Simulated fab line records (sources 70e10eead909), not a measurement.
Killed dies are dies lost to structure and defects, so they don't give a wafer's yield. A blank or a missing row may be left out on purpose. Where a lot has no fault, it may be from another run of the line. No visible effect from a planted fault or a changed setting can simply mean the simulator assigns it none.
fab line records	flow nandHarc	part 1 of 2: steps 1 to 25 of 38
[record] lots = 5	wafers = 15	lastDay = 33
route steps=1302 shown A_CHANNEL_HOLE_D1@483 A_CHANNEL_FILL_D1@490 A_DECK1_JOINT@518
lots that met no fault: taken from a fault-free run of the same line
startH: the number of hours between the record's first day and the start of the first shown wafer of the lot	waitH: how many hours have passed since the lot's step before this one	" as in the row above	L1.1+2: a single row standing in for several wafers	- value missing, or start not given	* or withheld: withheld	< > ~ a bound
route shown NAME@n: a module of which the file shows steps, and the number in the route of the first	usual: mean/standard deviation of fault-free wafers	same: alike in all rows	chamber/n: place in a boat	sites: per-site readings	_std_site: standard deviation of those values	_edge_site: the outer-site mean with the inner-site mean subtracted	radiusMm: for every site, how far away it sits from the centre of the wafer	mask NAME#n: copy n	behind: the most recent tool/chamber to have shaped the wafer	hold: the reason the lot was held/the length of the hold in hours/how it ended	device: which transistor (n, p or np) failed to switch	end of line: at the end of the route, the tests of the same wafers	where a step has no rows: the recipe by itself	killed: dies lost to structure and defects at the first sort, not the wafer's yield	map: the dies of a wafer, with x for killed, . for not killed, _ for no die there
set.NAME: the setting the step ran with; set.NAME@STEP: the setting that earlier step ran with	model.NAME: the simulator's own value behind a step, which no gauge read
a table for each step, a row for each wafer; lots at some steps of the route
services: from which hour (startH, from the record's first day; less than 0 if before it) a tool's chamber was out of use, for how many hours, and why
[[steps]]
[step NHARC_A_CHANNEL_HOLE_D1_ETCH_44]
[recipe] targetDepthA = 1400	overetchA = 140	timeS = 77	ionEnergyEv = 100	cf4FlowSccm = 80	o2FlowSccm = 20	arFlowSccm = 0	rfW = 300	biasW = 100	chemistry = CF4/O2
[usual] drypumpMotorCurrentA = 5.6/0.44	oesProductAu = 1.004/0.017	rfVppV = 197.4/1.4	showerheadPlenumPTorr = 1.32/0.054	throttleValvePct = 13.396/0.0094
lot.wafer	tool	chamber	startH	waitH	drypumpMotorCurrentA	oesProductAu	rfHoursCounterH	rfVppV	showerheadPlenumPTorr	throttleValvePct
L079.1	rieDiel-02	1	234.18	0.1	5.6	1.013	1	198.1	1.39	13.396
L079.4	"	2	"	"	5.9	0.988	1	195.3	1.28	13.399
L079.5	"	1	"	"	5.6	1.020	-	197.7	1.39	13.385
L084.4	rieDiel-02	3	292.65	0.1	5.4	1.005	6	196.4	1.36	13.386
L084.3	"	0	"	"	5.1	1.010	7	196.6	1.25	13.406
L084.5	"	3	"	"	5.4	0.992	-	198.6	1.36	13.401
L090.2	rieDiel-02	0	346.04	0.0	5.1	1.017	11	195.7	1.25	13.390
L090.4	"	3	"	"	5.4	0.995	10	199.1	1.36	13.392
L090.5	"	1	"	"	5.5	1.042	-	199.5	1.39	13.399
L094.3	rieDiel-12	2	390.23	0.1	5.1	0.984	35	198.1	1.35	13.408
L094.2	"	3	"	"	6.1	0.992	35	197.0	1.36	13.400
L094.1	"	0	"	"	6.2	0.987	34	197.8	1.29	13.400
L096.1	rieDiel-13	3	411.71	0.1	5.8	1.048	20	197.3	1.31	13.386
L096.2	"	0	"	"	4.7	1.037	20	198.6	1.38	13.417
L096.3	"	1	"	"	6.2	1.013	19	196.7	1.28	13.397
[step NHARC_A_CHANNEL_HOLE_D1_STRIP_27]
[recipe] o2FlowSccm = 500	arFlowSccm = 0	biasW = 0	chemistry = O2
[usual] drypumpMotorCurrentA = 5.6/0.43	oesProductAu = 1.003/0.016	rfVppV = 57.8/0.84	showerheadPlenumPTorr = 3.48/0.14	throttleValvePct = 17.038/0.0096
lot.wafer	tool	chamber	startH	waitH	drypumpMotorCurrentA	oesProductAu	rfHoursCounterH	rfVppV	showerheadPlenumPTorr	throttleValvePct
L079.4	rieDiel-02	2	-	-	5.9	0.979	1	57.8	3.39	17.053
L079.1	"	0	"	"	5.1	1.008	1	57.9	3.32	17.036
L079.5	"	2	"	"	5.9	0.988	-	58.8	3.39	17.060
L084.4	rieDiel-02	0	-	-	5.1	1.013	7	57.2	3.31	17.036
L084.3	"	2	"	"	6.0	0.985	6	57.0	3.39	17.037
L084.5	"	0	"	"	5.1	0.992	-	56.5	3.31	17.043
L090.2	rieDiel-02	2	-	-	5.9	0.983	10	57.9	3.39	17.032
L090.4	"	3	"	"	5.4	1.011	11	58.8	3.59	17.028
L090.5	"	2	"	"	6.0	0.974	-	57.5	3.39	17.017
L094.2	rieDiel-12	0	-	-	6.3	0.987	34	57.2	3.42	17.027
L094.3	"	1	"	"	5.4	0.996	34	57.4	3.27	17.028
L094.1	"	2	"	"	5.1	0.986	35	57.9	3.56	17.047
L096.2	rieDiel-13	1	-	-	6.2	1.013	19	57.1	3.38	17.033
L096.3	"	2	"	"	5.7	1.006	16	57.8	3.28	17.046
L096.1	"	0	"	"	4.7	1.022	20	57.9	3.64	17.037
[step NHARC_A_CHANNEL_HOLE_D1_PRECLEAN_28]
[recipe] timeS = *	tempC = 50	bathAgeMin = 0	chemistry = SC1
lot.wafer	tool	chamber	startH	waitH
L079.1+5+4	wetBench-07	5,1,2	234.84	-
L084.3+4+5	wetBench-03	3,5,6	293.30	-
L090.5+4+2	wetBench-07	3,5,0	346.71	-
L094.2+1+3	wetBench-07	1,3,5	390.89	-
L096.1+2+3	wetBench-09	1,2,4	412.37	-
[step NHARC_A_CHANNEL_HOLE_D1_SRD_29]
lot.wafer	tool	chamber	startH	waitH
L079.1+5+4	wetBench-07	5,1,2	-	-
L084.3+4+5	wetBench-03	3,5,6	-	-
L090.5+4+2	wetBench-07	3,5,0	-	-
L094.2+1+3	wetBench-07	1,3,5	-	-
L096.1+2+3	wetBench-09	1,2,4	-	-
[step NHARC_A_CHANNEL_HOLE_D1_CD_MEAS_30]
[usual] cdNm = 90.2/2.1
lot.wafer	tool	chamber	startH	waitH	cdNm
L079.1	cdSem-01	-	234.98	-	88.2
L079.4	"	-	"	"	91.6
L079.5	"	-	"	"	90.0
L084.3	cdSem-02	-	293.44	-	92.2
L084.4	"	-	"	"	87.5
L084.5	"	-	"	"	88.8
L090.2	cdSem-03	-	346.86	-	94.3
L090.4	"	-	"	"	90.5
L090.5	"	-	"	"	89.5
L094.1	cdSem-02	-	391.03	-	89.3
L094.2	"	-	"	"	89.9
L094.3	"	-	"	"	89.6
L096.1	cdSem-03	-	412.50	-	93.0
L096.2	"	-	"	"	93.6
L096.3	"	-	"	"	93.8
[step NHARC_A_CHANNEL_HOLE_D1_XSEM_31]
[recipe] landingEnergyEv = 35000
[usual] botCdNm = 74.8/2.3	bowNm = 8.78/0.25	tiltDeg = 0.07/0.043
lot.wafer	tool	chamber	startH	waitH	botCdNm	bowNm	tiltDeg
L079.1	xsem-01	0	235.07	0.1	72.3	8.58	0.07
L079.4	"	0	"	"	76.3	8.62	0.07
L079.5	"	0	"	"	74.0	8.60	0.07
L084.3	xsem-02	0	293.54	0.1	76.5	9.09	0.08
L084.4	"	0	"	"	72.3	9.00	0.08
L084.5	"	0	"	"	72.9	8.94	0.08
L090.2	xsem-02	0	346.95	0.1	78.5	8.70	0.07
L090.4	"	0	"	"	74.8	8.64	0.07
L090.5	"	0	"	"	74.8	8.72	0.07
L094.1	xsem-01	0	391.11	0.1	73.3	8.58	0.01
L094.2	"	0	"	"	74.5	8.64	0.01
L094.3	"	0	"	"	74.0	8.53	0.01
L096.1	xsem-01	0	412.58	0.1	78.3	9.13	0.13
L096.2	"	0	"	"	78.2	9.10	0.13
L096.3	"	0	"	"	79.0	9.15	0.13
[step NHARC_A_CHANNEL_HOLE_D1_INSPECT_40]
[usual] rawDefectCount = 72/26
lot.wafer	tool	chamber	startH	waitH	rawDefectCount
L079.1	defectInspect-02	-	235.17	-	124
L079.4	"	-	"	"	114
L079.5	"	-	"	"	149
L084.3	defectInspect-02	-	293.63	-	54
L084.4	"	-	"	"	65
L084.5	"	-	"	"	55
L090.2	defectInspect-02	-	347.04	-	82
L090.4	"	-	"	"	83
L090.5	"	-	"	"	127
L094.1	defectInspect-01	-	391.21	-	56
L094.2	"	-	"	"	54
L094.3	"	-	"	"	74
L096.1	defectInspect-02	-	412.68	-	42
L096.2	"	-	"	"	32
L096.3	"	-	"	"	43
[step NHARC_A_CHANNEL_FILL_D1_PRECLEAN_00]
[recipe] timeS = *	tempC = 50	bathAgeMin = 0	chemistry = SC1
lot.wafer	tool	chamber	startH	waitH
L079.1+4+5	wetBench-02	2,3,5	235.23	0.1
L084.5+4+3	wetBench-02	1,3,4	293.68	0.0
L090.2+5+4	wetBench-06	4,5,6	347.11	0.1
L094.2+3+1	wetBench-02	7,0,1	391.26	0.1
L096.2+3+1	wetBench-02	5,7,1	412.73	0.0
[step NHARC_A_CHANNEL_FILL_D1_SRD_01]
lot.wafer	tool	chamber	startH	waitH
L079.1+4+5	wetBench-02	2,3,5	-	-
L084.5+4+3	wetBench-02	1,3,4	-	-
L090.2+5+4	wetBench-06	4,5,6	-	-
L094.2+3+1	wetBench-02	7,0,1	-	-
L096.2+3+1	wetBench-02	5,7,1	-	-
[step NHARC_A_CHANNEL_FILL_D1_ALD_02]
[recipe] targetThkA = 60	pulseTimeS = 10	aldCycles = 60	tempC = 300	material = SiO2
[usual] heaterPowerW = 439/42	precursorPulseHeightRel = 1.000/0.02
lot.wafer	tool	chamber	startH	waitH	heaterPowerW	precursorPulseHeightRel
L079.4	aldHk-02	0	235.36	-	417	1.017
L079.1	"	2	"	"	400	0.984
L079.5	"	0	"	"	427	0.980
L084.3	aldHk-04	2	293.82	-	439	0.988
L084.4	"	3	"	"	394	0.968
L084.5	"	2	"	"	436	0.993
L090.2	aldHk-03	3	347.31	-	534	0.998
L090.4	"	1	"	"	420	1.004
L090.5	"	3	"	"	540	0.997
L094.2	aldHk-02	2	391.40	-	405	1.011
L094.1	"	3	"	"	452	1.006
L094.3	"	1	"	"	496	1.026
L096.3	aldHk-03	0	412.94	-	473	1.017
L096.1	"	1	"	"	395	1.046
L096.2	"	2	"	"	398	1.010
[step NHARC_A_CHANNEL_FILL_D1_ALD_03]
[recipe] targetThkA = 60	pulseTimeS = 60	aldCycles = 58	tempC = 630	pressureTorr = 2	material = SiNx
[usual] precursorPulseHeightRel = 1.000/0.021
lot.wafer	tool	chamber	startH	waitH	precursorPulseHeightRel
L079.1	aldSinBatch-01	0	-	-	0.983
L079.4	"	0	"	"	1.014
L079.5	"	0	"	"	1.000
L084.3	aldSinBatch-02	0	-	-	1.049
L084.4	"	0	"	"	1.008
L084.5	"	0	"	"	1.026
L090.2	aldSinBatch-02	0	-	-	0.991
L090.4	"	0	"	"	1.013
L090.5	"	0	"	"	0.994
L094.1	aldSinBatch-03	0	-	-	0.980
L094.2	"	0	"	"	0.980
L094.3	"	0	"	"	1.011
L096.1	aldSinBatch-02	0	-	-	0.998
L096.2	"	0	"	"	1.035
L096.3	"	0	"	"	1.018
[step NHARC_A_CHANNEL_FILL_D1_ALD_14]
[recipe] targetThkA = 25	pulseTimeS = 10	aldCycles = 25	tempC = 300	material = SiO2
[usual] heaterPowerW = 445/42	precursorPulseHeightRel = 1.003/0.019
lot.wafer	tool	chamber	startH	waitH	heaterPowerW	precursorPulseHeightRel
L079.1	aldHk-02	1	242.38	0.1	474	1.034
L079.4	"	0	"	"	426	1.012
L079.5	"	2	"	"	403	1.032
L084.3	aldHk-03	2	300.89	0.1	406	1.034
L084.4	"	0	"	"	484	1.018
L084.5	"	1	"	"	420	1.021
L090.4	aldHk-04	3	355.09	0.9	395	0.998
L090.2	"	2	"	"	434	1.002
L090.5	"	0	"	"	424	0.954
L094.2	aldHk-02	3	398.45	0.1	465	1.028
L094.3	"	0	"	"	446	1.017
L094.1	"	1	"	"	491	0.984
L096.3	aldHk-02	3	419.99	0.0	461	1.005
L096.2	"	0	"	"	452	1.015
L096.1	"	2	"	"	398	0.976
[step NHARC_A_CHANNEL_FILL_D1_ALD_15]
[recipe] targetThkA = 20	pulseTimeS = 60	aldCycles = 19	tempC = 630	pressureTorr = 2	material = SiNx
[usual] precursorPulseHeightRel = 1.000/0.019
lot.wafer	tool	chamber	startH	waitH	precursorPulseHeightRel
L079.1	aldSinBatch-02	0	-	-	0.991
L079.4	"	0	"	"	0.994
L079.5	"	0	"	"	1.006
L084.3	aldSinBatch-03	0	-	-	1.015
L084.4	"	0	"	"	1.000
L084.5	"	0	"	"	1.008
L090.2	aldSinBatch-03	0	-	-	0.991
L090.4	"	0	"	"	0.954
L090.5	"	0	"	"	1.002
L094.1	aldSinBatch-03	0	-	-	1.008
L094.2	"	0	"	"	0.986
L094.3	"	0	"	"	0.991
L096.1	aldSinBatch-03	0	-	-	1.021
L096.2	"	0	"	"	0.996
L096.3	"	0	"	"	1.010
[step NHARC_A_CHANNEL_FILL_D1_ALD_16]
[recipe] targetThkA = 15	pulseTimeS = 10	aldCycles = 15	tempC = 300	material = SiO2
[usual] heaterPowerW = 443/41	precursorPulseHeightRel = 1.004/0.018
lot.wafer	tool	chamber	startH	waitH	heaterPowerW	precursorPulseHeightRel
L079.4	aldHk-02	1	247.55	0.0	487	0.986
L079.1	"	3	"	"	493	1.003
L079.5	"	2	"	"	407	1.004
L084.4	aldHk-03	2	306.11	0.1	407	1.030
L084.3	"	3	"	"	533	0.997
L084.5	"	1	"	"	414	0.992
L090.4	aldHk-02	3	360.32	0.1	464	0.984
L090.2	"	0	"	"	441	0.998
L090.5	"	2	"	"	410	0.996
L094.2	aldHk-02	0	403.64	0.0	446	1.011
L094.3	"	2	"	"	392	0.983
L094.1	"	3	"	"	461	1.020
L096.3	aldHk-02	1	425.14	0.0	471	1.006
L096.1	"	2	"	"	397	0.979
L096.2	"	0	"	"	428	1.058
[step NHARC_A_CHANNEL_FILL_D1_ANNEAL_17]
[recipe] tempC = 850	timeS = 1800
lot.wafer	tool	chamber	startH	waitH
L079.1+4+5	furnace-06	0	251.07	-
L084.3+4+5	furnace-04	0	307.88	-
L090.2+4+5	furnace-04	0	363.51	-
L094.1+2+3	furnace-06	0	407.01	-
L096.1+2+3	furnace-03	0	428.46	-
[step NHARC_A_CHANNEL_FILL_D1_CVD_18]
[recipe] targetThkA = 30	tempC = 550	material = poly-Si
lot.wafer	tool	chamber	startH	waitH
L079.1+4+5	lpcvdPoly-01	0	257.59	-
L084.3+4+5	lpcvdPoly-03	0	314.35	-
L090.2+4+5	lpcvdPoly-03	0	370.04	-
L094.1+2+3	lpcvdPoly-04	0	413.45	-
L096.1+2+3	lpcvdPoly-04	0	434.87	-
[step NHARC_A_CHANNEL_FILL_D1_ETCHBACK_19]
[recipe] targetDepthA = 50	timeS = 1.7	hbrFlowSccm = 150	cl2FlowSccm = 50	rfW = 400	icpW = 400	biasW = 100	chemistry = HBr/Cl2
[usual] drypumpMotorCurrentA = 5.6/0.45	oesProductAu = 0.997/0.014	throttleValvePct = 26.406/0.0092
lot.wafer	tool	chamber	startH	waitH	drypumpMotorCurrentA	oesProductAu	rfHoursCounterH	throttleValvePct
L079.4	rieSi-06	0	259.65	0.4	5.9	0.990	0	26.387
L079.1	"	1	"	"	6.2	1.015	0	26.409
L079.5	"	3	"	"	5.4	1.016	-	26.416
L084.4	rieSi-03	2	316.42	0.4	5.7	0.982	0.5	26.402
L084.3	"	0	"	"	5.4	0.994	0.6	26.407
L084.5	"	2	"	"	5.7	0.981	-	26.405
L090.2	rieSi-06	2	372.08	0.4	5.3	0.994	0.8	26.408
L090.4	"	3	"	"	5.5	1.013	0.7	26.416
L090.5	"	3	"	"	5.5	1.009	-	26.396
L094.3	rieSi-06	3	415.53	0.4	5.5	1.009	0.9	26.407
L094.2	"	0	"	"	5.9	0.970	0.8	26.407
L094.1	"	1	"	"	6.2	0.986	0.7	26.419
L096.2	rieSi-06	3	436.95	0.4	5.5	0.989	0	26.400
L096.3	"	0	"	"	5.9	0.984	0	26.404
L096.1	"	2	"	"	5.3	0.985	0	26.419
[step NHARC_A_CHANNEL_FILL_D1_ETCHBACK_20]
[recipe] targetDepthA = 270	timeS = 13.5	c4f8FlowSccm = withheld	o2FlowSccm = 8	arFlowSccm = withheld	rfW = 600	biasW = 1500	chemistry = C4F8/O2/Ar
[usual] oesProductAu = 0.97/0.037	rfVppV = 978/5.8
lot.wafer	tool	chamber	startH	waitH	oesProductAu	rfHoursCounterH	rfVppV
L079.1	rieDiel-10	3	259.75	-	1.02	0.1	981
L079.4	"	1	"	"	0.99	0.2	985
L079.5	"	0	"	"	1.01	-	988
L084.4	rieDiel-03	2	316.53	-	0.93	0.6	974
L084.3	"	3	"	"	0.94	1.1	974
L084.5	"	3	"	"	0.94	-	976
L090.2	rieDiel-03	2	372.22	-	1.00	3.0	974
L090.4	"	3	"	"	0.91	2.6	973
L090.5	"	1	"	"	0.92	-	977
L094.3	rieDiel-08	0	415.64	-	1.03	2.8	974
L094.1	"	1	"	"	0.99	2.6	970
L094.2	"	3	"	"	1.00	3.0	972
L096.1	rieDiel-10	3	437.07	-	1.00	0.1	980
L096.2	"	0	"	"	0.99	0.1	987
L096.3	"	1	"	"	0.99	0.1	985
[step NHARC_A_CHANNEL_FILL_D1_STRIP_28]
[recipe] timeS = 20	o2FlowSccm = 500	arFlowSccm = 0	biasW = 0	chemistry = O2
[usual] drypumpMotorCurrentA = 5.7/0.36	oesProductAu = 0.999/0.013	rfVppV = 57.9/0.9	showerheadPlenumPTorr = 3.54/0.14	throttleValvePct = 17.036/0.0092
lot.wafer	tool	chamber	startH	waitH	drypumpMotorCurrentA	oesProductAu	rfHoursCounterH	rfVppV	showerheadPlenumPTorr	throttleValvePct
L079.1	rieDiel-10	1	259.85	0.1	6.7	0.984	0.2	58.4	3.69	17.027
L079.4	"	2	"	"	5.6	1.008	0.1	58.4	3.75	17.032
L079.5	"	3	"	"	5.6	1.012	-	57.8	3.58	17.033
L084.3	rieDiel-03	2	316.63	0.1	5.7	0.999	0.6	56.0	3.43	17.030
L084.4	"	0	"	"	5.4	1.007	1.3	58.1	3.75	17.028
L084.5	"	1	"	"	5.7	1.002	-	56.9	3.50	17.039
L090.2	rieDiel-03	2	372.30	0.1	5.7	1.011	3.0	57.7	3.43	17.035
L090.4	"	1	"	"	5.7	0.988	3.9	57.2	3.50	17.039
L090.5	"	2	"	"	5.7	0.997	-	58.1	3.43	17.029
L094.2	rieDiel-08	3	415.74	0.1	6.2	0.994	3.0	58.3	3.43	17.040
L094.1	"	0	"	"	5.3	1.027	2.8	57.7	3.43	17.040
L094.3	"	2	"	"	5.7	1.004	2.8	57.8	3.55	17.045
L096.3	rieDiel-10	0	437.16	0.1	5.5	1.000	0.1	57.3	3.77	17.042
L096.2	"	2	"	"	5.6	1.015	0.1	60.4	3.74	17.044
L096.1	"	3	"	"	5.6	1.017	0.1	58.0	3.57	17.052
[step NHARC_A_CHANNEL_FILL_D1_PRECLEAN_21]
[recipe] timeS = 30	chemistry = dHF
lot.wafer	tool	chamber	startH	waitH
L079.5+4+1	wetBench-02	4,5,7	259.95	-
L084.5+4+3	wetBench-06	5,6,0	316.73	-
L090.4+5+2	wetBench-01	4,7,0	372.40	-
L094.3+2+1	wetBench-06	1,2,5	415.83	-
L096.1+3+2	wetBench-01	4,5,6	437.27	-
[step NHARC_A_CHANNEL_FILL_D1_SRD_23]
lot.wafer	tool	chamber	startH	waitH
L079.5+4+1	wetBench-02	4,5,7	259.97	0.0
L084.5+4+3	wetBench-06	5,6,0	316.75	0.0
L090.4+5+2	wetBench-01	4,7,0	372.42	0.0
L094.3+2+1	wetBench-06	1,2,5	415.86	0.0
L096.1+3+2	wetBench-01	4,5,6	437.29	0.0
[step NHARC_A_CHANNEL_FILL_D1_CVD_05]
[recipe] targetThkA = 50	tempC = 550	material = poly-Si
lot.wafer	tool	chamber	startH	waitH
L079.1+4+5	lpcvdPoly-04	0	262.40	2.4
L084.3+4+5	lpcvdPoly-04	0	319.01	2.3
L090.2+4+5	lpcvdPoly-01	0	374.87	2.4
L094.1+2+3	lpcvdPoly-03	0	418.20	2.3
L096.1+2+3	lpcvdPoly-03	0	439.63	2.3
[step NHARC_A_CHANNEL_FILL_D1_ANNEAL_22]
[recipe] tempC = 620	timeS = 7200
lot.wafer	tool	chamber	startH	waitH
L079.1+4+5	furnace-06	0	267.70	3.5
L084.3+4+5	furnace-04	0	324.33	3.5
L090.2+4+5	furnace-04	0	380.08	3.3
L094.1+2+3	furnace-03	0	423.44	3.4
L096.1+2+3	furnace-04	0	444.81	3.3
[step NHARC_A_CHANNEL_FILL_D1_THK_MEAS_06]
[recipe] thkMeasGauge = ellipsometry
[usual] thkNm = 5.0/0.95
lot.wafer	tool	chamber	startH	waitH	thkNm
L079.1	filmMetro-02	-	271.72	0.4	5.6
L079.4	"	-	"	"	5.2
L079.5	"	-	"	"	5.4
L084.3	filmMetro-01	-	328.37	0.4	4.5
L084.4	"	-	"	"	5.9
L084.5	"	-	"	"	5.0
L090.2	filmMetro-01	-	384.08	0.4	6.3
L090.4	"	-	"	"	5.3
L090.5	"	-	"	"	4.0
L094.1	filmMetro-02	-	427.46	0.4	6.1
L094.2	"	-	"	"	4.7
L094.3	"	-	"	"	4.5
L096.1	filmMetro-01	-	448.81	0.4	4.8
L096.2	"	-	"	"	4.1
L096.3	"	-	"	"	5.1
[step NHARC_A_CHANNEL_FILL_D1_ALD_25]
[recipe] targetThkA = 600	pulseTimeS = 10	aldCycles = 600	tempC = 300	material = SiOx
[usual] heaterPowerW = 448/48	precursorPulseHeightRel = 1.000/0.021
lot.wafer	tool	chamber	startH	waitH	heaterPowerW	precursorPulseHeightRel
L079.4	aldHk-03	2	273.00	1.3	406	0.984
L079.1	"	3	"	"	549	0.969
L079.5	"	0	"	"	480	0.983
L084.4	aldHk-03	1	329.03	0.7	405	0.953
L084.3	"	2	"	"	412	0.993
L084.5	"	0	330.88	2.5	482	1.022
L090.4	aldHk-02	3	385.37	1.3	465	1.008
L090.2	"	0	"	"	452	1.022
L090.5	"	2	387.24	3.2	394	1.028
L094.3	aldHk-03	2	427.51	0.1	405	0.968
L094.1	"	0	428.75	1.3	471	0.972
L094.2	"	1	"	"	401	0.995
L096.2	aldHk-04	0	449.59	0.8	441	1.000
L096.3	"	2	450.82	2.0	418	0.993
L096.1	"	3	"	"	397	0.977
